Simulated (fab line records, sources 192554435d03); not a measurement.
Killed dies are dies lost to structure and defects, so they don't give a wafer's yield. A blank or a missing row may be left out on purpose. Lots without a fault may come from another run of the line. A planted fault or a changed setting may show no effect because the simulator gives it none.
Chamber matching | flow n5_finfet | N5_MOL_CONTACT_COAG_ETCH_106 on rie_diel-05: 4 sister chambers
The step etches SOC in N2/H2, target depth 80 nm, overetch 16 nm, time 120 s. 14 wafers are shown with their chamber, then 7 later ones without.

WAFERS WITH THEIR CHAMBER
wafer  | chamber | showerhead_plenum_p_Torr (Torr) | throttle_valve_pct (%) | oes_product_au (a.u.)
L078.1 | 0       | 2.55                            | 17.84                  | 0.71
L078.3 | 1       | 2.58                            | 17.91                  | 0.77
L078.6 | 1       | 2.58                            | 17.92                  | 0.77
L079.1 | 2       | 2.65                            | 17.60                  | 0.67
L079.3 | 1       | 2.58                            | 17.92                  | 0.77
L079.5 | 3       | 2.67                            | 17.57                  | 0.75
L080.1 | 2       | 2.65                            | 17.62                  | 0.67
L080.2 | 1       | 2.58                            | 17.93                  | 0.77
L080.4 | 0       | 2.55                            | 17.85                  | 0.71
L087.3 | 0       | 2.54                            | 17.88                  | 0.69
L087.4 | 0       | 2.54                            | 17.87                  | 0.70
L087.5 | 3       | 2.66                            | 17.60                  | 0.74
L088.1 | 2       | 2.64                            | 17.65                  | 0.66
L088.3 | 0       | 2.54                            | 17.91                  | 0.69

SIGNATURES (means of the wafers above)
reading                  | chamber 0 | chamber 1 | chamber 2 | chamber 3 | scatter within a chamber
showerhead_plenum_p_Torr | 2.5440    | 2.5800    | 2.6467    | 2.6650    | 0.00486
throttle_valve_pct       | 17.8700   | 17.9200   | 17.6233   | 17.5850   | 0.0222
oes_product_au           | 0.7000    | 0.7700    | 0.6667    | 0.7450    | 0.00719
Rule: a wafer's distance from a chamber is the root of the sum, over the readings, of the square of ((its reading less the chamber's mean) divided by the reading's scatter). The wafer belongs to the nearest chamber; if the next one is less than 2 further off, it can't be placed. The scatter: the root of (the sum of the squares of (reading less its chamber's mean) over the shown wafers, divided by (wafers less chambers)).

WAFERS WITHOUT THEIR CHAMBER
wafer  | showerhead_plenum_p_Torr (Torr) | throttle_valve_pct (%) | oes_product_au (a.u.)
L088.5 | 2.66                            | 17.59                  | 0.72
L090.2 | 2.56                            | 17.96                  | 0.73
L090.5 | 2.54                            | 17.92                  | 0.69
L090.6 | 2.56                            | 17.95                  | 0.73
L094.1 | 2.54                            | 17.92                  | 0.68
L094.2 | 2.56                            | 18.00                  | 0.73
L094.3 | 2.66                            | 17.62                  | 0.73

WHICH CHAMBER EACH WENT THROUGH
wafer  | from the rows above     | in truth
L088.5 | 3                       | 3
L090.2 | can't be placed: 0 or 1 | 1
L090.5 | 0                       | 0
L090.6 | can't be placed: 0 or 1 | 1
L094.1 | 0                       | 0
L094.2 | can't be placed: 1 or 0 | 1
L094.3 | 3                       | 3
Placed correctly: 4 of 7. Can't be placed from these rows: 3 (the true chamber is among the candidates in 3). Placed wrongly: 0.
